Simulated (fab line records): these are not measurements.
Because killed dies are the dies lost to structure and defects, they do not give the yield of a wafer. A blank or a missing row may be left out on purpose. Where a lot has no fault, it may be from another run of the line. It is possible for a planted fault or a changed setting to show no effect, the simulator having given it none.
Split-lot experiment / flow n5 finfet / 7 lots, 39 wafers read, on a route of 1938 steps

THE SPLIT ITSELF
At N5_MOL_CONTACT_COAG_ALD_27 (deposits SiOC, target thk 17 nm, pulse time 1.5 s, time 2720 s), the setting ald cycles was moved away from the recipe's 340 on 15 of the 39 wafers read, by -6.2% to +16.8%. The other wafers ran this setting at the recipe's value.

The split's own step is where the reading is taken.

THE READING
SiOC_of_MOL_CONTACT_COAG_ALD_27.thk nm (the simulator's own value, which no gauge read), in nm, at N5_MOL_CONTACT_COAG_ALD_27 (deposits SiOC, target thk 17 nm, pulse time 1.5 s, time 2720 s). No usual value for it is given in the file. Across the 24 wafers here that went through the recipe, the average is 17.0 nm and the standard deviation 0.11 nm.

wafer=L076.1; tool, chamber at the split=ald sin-03, 1; ald cycles as run=340; against the recipe=recipe; SiOC_of_MOL_CONTACT_COAG_ALD_27.thk nm, nm=17.2; against lot-mates on the recipe=-
wafer=L076.2; tool, chamber at the split=ald sin-03, 3,2,0; ald cycles as run=397; against the recipe=+16.8%; SiOC_of_MOL_CONTACT_COAG_ALD_27.thk nm, nm=20; against lot-mates on the recipe=+2.9
wafer=L076.3; tool, chamber at the split=ald sin-03, 3,2,0; ald cycles as run=397; against the recipe=+16.8%; SiOC_of_MOL_CONTACT_COAG_ALD_27.thk nm, nm=20; against lot-mates on the recipe=+2.9
wafer=L076.4; tool, chamber at the split=ald sin-03, 3,2,0; ald cycles as run=397; against the recipe=+16.8%; SiOC_of_MOL_CONTACT_COAG_ALD_27.thk nm, nm=20; against lot-mates on the recipe=+2.9
wafer=L076.5; tool, chamber at the split=ald sin-03, 3,0; ald cycles as run=340; against the recipe=recipe; SiOC_of_MOL_CONTACT_COAG_ALD_27.thk nm, nm=17; against lot-mates on the recipe=-
wafer=L076.6; tool, chamber at the split=ald sin-03, 3,0; ald cycles as run=340; against the recipe=recipe; SiOC_of_MOL_CONTACT_COAG_ALD_27.thk nm, nm=17; against lot-mates on the recipe=-
wafer=L079.1; tool, chamber at the split=ald sin-01, 3,2,1,0; ald cycles as run=340; against the recipe=recipe; SiOC_of_MOL_CONTACT_COAG_ALD_27.thk nm, nm=17; against lot-mates on the recipe=-
wafer=L079.3; tool, chamber at the split=ald sin-01, 3,2,1,0; ald cycles as run=340; against the recipe=recipe; SiOC_of_MOL_CONTACT_COAG_ALD_27.thk nm, nm=17; against lot-mates on the recipe=-
wafer=L079.4; tool, chamber at the split=ald sin-01, 3,2,1,0; ald cycles as run=340; against the recipe=recipe; SiOC_of_MOL_CONTACT_COAG_ALD_27.thk nm, nm=17; against lot-mates on the recipe=-
wafer=L079.5; tool, chamber at the split=ald sin-01, 3,2,1,0; ald cycles as run=340; against the recipe=recipe; SiOC_of_MOL_CONTACT_COAG_ALD_27.thk nm, nm=17; against lot-mates on the recipe=-
wafer=L079.2; tool, chamber at the split=ald sin-01, 0,1; ald cycles as run=340; against the recipe=recipe; SiOC_of_MOL_CONTACT_COAG_ALD_27.thk nm, nm=16.8; against lot-mates on the recipe=-
wafer=L079.6; tool, chamber at the split=ald sin-01, 0,1; ald cycles as run=340; against the recipe=recipe; SiOC_of_MOL_CONTACT_COAG_ALD_27.thk nm, nm=16.8; against lot-mates on the recipe=-
wafer=L085.1; tool, chamber at the split=ald sin-01, 3,2,1; ald cycles as run=340; against the recipe=recipe; SiOC_of_MOL_CONTACT_COAG_ALD_27.thk nm, nm=17; against lot-mates on the recipe=-
wafer=L085.5; tool, chamber at the split=ald sin-01, 3,2,1; ald cycles as run=340; against the recipe=recipe; SiOC_of_MOL_CONTACT_COAG_ALD_27.thk nm, nm=17; against lot-mates on the recipe=-
wafer=L085.6; tool, chamber at the split=ald sin-01, 3,2,1; ald cycles as run=340; against the recipe=recipe; SiOC_of_MOL_CONTACT_COAG_ALD_27.thk nm, nm=17; against lot-mates on the recipe=-
wafer=L085.2; tool, chamber at the split=ald sin-01, 1,0; ald cycles as run=319; against the recipe=-6.2%; SiOC_of_MOL_CONTACT_COAG_ALD_27.thk nm, nm=15.8; against lot-mates on the recipe=-1.2
wafer=L085.4; tool, chamber at the split=ald sin-01, 1,0; ald cycles as run=319; against the recipe=-6.2%; SiOC_of_MOL_CONTACT_COAG_ALD_27.thk nm, nm=15.8; against lot-mates on the recipe=-1.2
wafer=L085.3; tool, chamber at the split=ald sin-01, 2; ald cycles as run=319; against the recipe=-6.2%; SiOC_of_MOL_CONTACT_COAG_ALD_27.thk nm, nm=16; against lot-mates on the recipe=-1.0
wafer=L086.1; tool, chamber at the split=ald sin-01, 1,0,1; ald cycles as run=340; against the recipe=recipe; SiOC_of_MOL_CONTACT_COAG_ALD_27.thk nm, nm=17; against lot-mates on the recipe=-
wafer=L086.4; tool, chamber at the split=ald sin-01, 1,0,1; ald cycles as run=340; against the recipe=recipe; SiOC_of_MOL_CONTACT_COAG_ALD_27.thk nm, nm=17; against lot-mates on the recipe=-
wafer=L086.5; tool, chamber at the split=ald sin-01, 1,0,1; ald cycles as run=340; against the recipe=recipe; SiOC_of_MOL_CONTACT_COAG_ALD_27.thk nm, nm=17; against lot-mates on the recipe=-
wafer=L086.2; tool, chamber at the split=ald sin-01, 3; ald cycles as run=397; against the recipe=+16.8%; SiOC_of_MOL_CONTACT_COAG_ALD_27.thk nm, nm=20; against lot-mates on the recipe=+3.0
wafer=L086.3; tool, chamber at the split=ald sin-01, 2,0; ald cycles as run=397; against the recipe=+16.8%; SiOC_of_MOL_CONTACT_COAG_ALD_27.thk nm, nm=19.8; against lot-mates on the recipe=+2.8
wafer=L086.6; tool, chamber at the split=ald sin-01, 2,0; ald cycles as run=397; against the recipe=+16.8%; SiOC_of_MOL_CONTACT_COAG_ALD_27.thk nm, nm=19.8; against lot-mates on the recipe=+2.8
wafer=L088.1; tool, chamber at the split=ald sin-03, 3,1; ald cycles as run=364; against the recipe=+7.1%; SiOC_of_MOL_CONTACT_COAG_ALD_27.thk nm, nm=18.4; against lot-mates on the recipe=+1.3
wafer=L088.5; tool, chamber at the split=ald sin-03, 3,1; ald cycles as run=364; against the recipe=+7.1%; SiOC_of_MOL_CONTACT_COAG_ALD_27.thk nm, nm=18.4; against lot-mates on the recipe=+1.3
wafer=L088.2; tool, chamber at the split=ald sin-03, 1,0; ald cycles as run=340; against the recipe=recipe; SiOC_of_MOL_CONTACT_COAG_ALD_27.thk nm, nm=17; against lot-mates on the recipe=-
wafer=L088.3; tool, chamber at the split=ald sin-03, 1,0; ald cycles as run=340; against the recipe=recipe; SiOC_of_MOL_CONTACT_COAG_ALD_27.thk nm, nm=17; against lot-mates on the recipe=-
wafer=L088.4; tool, chamber at the split=ald sin-03, 2; ald cycles as run=340; against the recipe=recipe; SiOC_of_MOL_CONTACT_COAG_ALD_27.thk nm, nm=17.2; against lot-mates on the recipe=-
wafer=L088.6; tool, chamber at the split=ald sin-03, 2; ald cycles as run=364; against the recipe=+7.1%; SiOC_of_MOL_CONTACT_COAG_ALD_27.thk nm, nm=18.2; against lot-mates on the recipe=+1.1
wafer=L092.2; tool, chamber at the split=ald sin-01, 1,3; ald cycles as run=340; against the recipe=recipe; SiOC_of_MOL_CONTACT_COAG_ALD_27.thk nm, nm=16.8; against lot-mates on the recipe=-
wafer=L092.3; tool, chamber at the split=ald sin-01, 1,3; ald cycles as run=340; against the recipe=recipe; SiOC_of_MOL_CONTACT_COAG_ALD_27.thk nm, nm=16.8; against lot-mates on the recipe=-
wafer=L092.6; tool, chamber at the split=ald sin-01, 1; ald cycles as run=340; against the recipe=recipe; SiOC_of_MOL_CONTACT_COAG_ALD_27.thk nm, nm=17; against lot-mates on the recipe=-
wafer=L096.1; tool, chamber at the split=ald sin-04, 3,0; ald cycles as run=369; against the recipe=+8.5%; SiOC_of_MOL_CONTACT_COAG_ALD_27.thk nm, nm=18.4; against lot-mates on the recipe=+1.5
wafer=L096.6; tool, chamber at the split=ald sin-04, 3,0; ald cycles as run=369; against the recipe=+8.5%; SiOC_of_MOL_CONTACT_COAG_ALD_27.thk nm, nm=18.4; against lot-mates on the recipe=+1.5
wafer=L096.2; tool, chamber at the split=ald sin-04, 2,1; ald cycles as run=340; against the recipe=recipe; SiOC_of_MOL_CONTACT_COAG_ALD_27.thk nm, nm=17; against lot-mates on the recipe=-
wafer=L096.5; tool, chamber at the split=ald sin-04, 2,1; ald cycles as run=340; against the recipe=recipe; SiOC_of_MOL_CONTACT_COAG_ALD_27.thk nm, nm=17; against lot-mates on the recipe=-
wafer=L096.3; tool, chamber at the split=ald sin-04, 1; ald cycles as run=369; against the recipe=+8.5%; SiOC_of_MOL_CONTACT_COAG_ALD_27.thk nm, nm=18.6; against lot-mates on the recipe=+1.7
wafer=L096.4; tool, chamber at the split=ald sin-04, 0; ald cycles as run=340; against the recipe=recipe; SiOC_of_MOL_CONTACT_COAG_ALD_27.thk nm, nm=16.8; against lot-mates on the recipe=-
Rows listing several chambers each stand for several wafers; the file does not say which wafer went through which chamber.

FIT RESULTS
A straight line over all 39 wafers: SiOC_of_MOL_CONTACT_COAG_ALD_27.thk nm changes by +0.177 nm for each +1% of ald cycles; r = +1.00; the points scatter about the line by 0.11 nm.
The same after taking each lot's own level away (the mean of its wafers on the recipe; 39 wafers): +0.175 nm for each +1%; r = +1.00; scatter 0.089 nm.
Per that fit: largest ald cycles move, reading shift of 2.9 nm.
Across the lots, their own levels run from 16.87 to 17.07 nm, a range of 1.9 times the standard deviation given above.
So the lot-to-lot level changes the slope little: the two slopes agree.
Check: with one of the wafers moved furthest among these (+16.8%) left out of the fit, the line predicts +2.93 nm for it against its lot-mates. Against them it came out at +2.93 nm.

THE OTHER SPLITS THESE WAFERS WENT THROUGH
Before the reading, these wafers also passed through other splits. Each is held against what the fit with the lots' levels taken away leaves over:
other split on the same wafers=N5_WELL_APT_IMPLANT_15 energy kev; wafers away from the commonest value=9; r with SiOC_of_MOL_CONTACT_COAG_ALD_27.thk nm (lot level and that fit taken away)=+0.01
other split on the same wafers=N5_WELL_APT_IMPLANT_32 energy kev; wafers away from the commonest value=15; r with SiOC_of_MOL_CONTACT_COAG_ALD_27.thk nm (lot level and that fit taken away)=+0.01
other split on the same wafers=N5_FIN_SAQP_SPACER2_ALD_28 target thk a; wafers away from the commonest value=15; r with SiOC_of_MOL_CONTACT_COAG_ALD_27.thk nm (lot level and that fit taken away)=-0.14
other split on the same wafers=N5_DUMMY_GATE_ETCH_31 target depth a; wafers away from the commonest value=15; r with SiOC_of_MOL_CONTACT_COAG_ALD_27.thk nm (lot level and that fit taken away)=-0.21
other split on the same wafers=N5_MOL_CONTACT_COAG_ETCH_110 bias w; wafers away from the commonest value=12; r with SiOC_of_MOL_CONTACT_COAG_ALD_27.thk nm (lot level and that fit taken away)=-0.34

FILE'S OWN FIT
SiOC_of_MOL_CONTACT_COAG_ALD_27.thk nm changes by +0.175 nm for each +1% of ald cycles, r = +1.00.
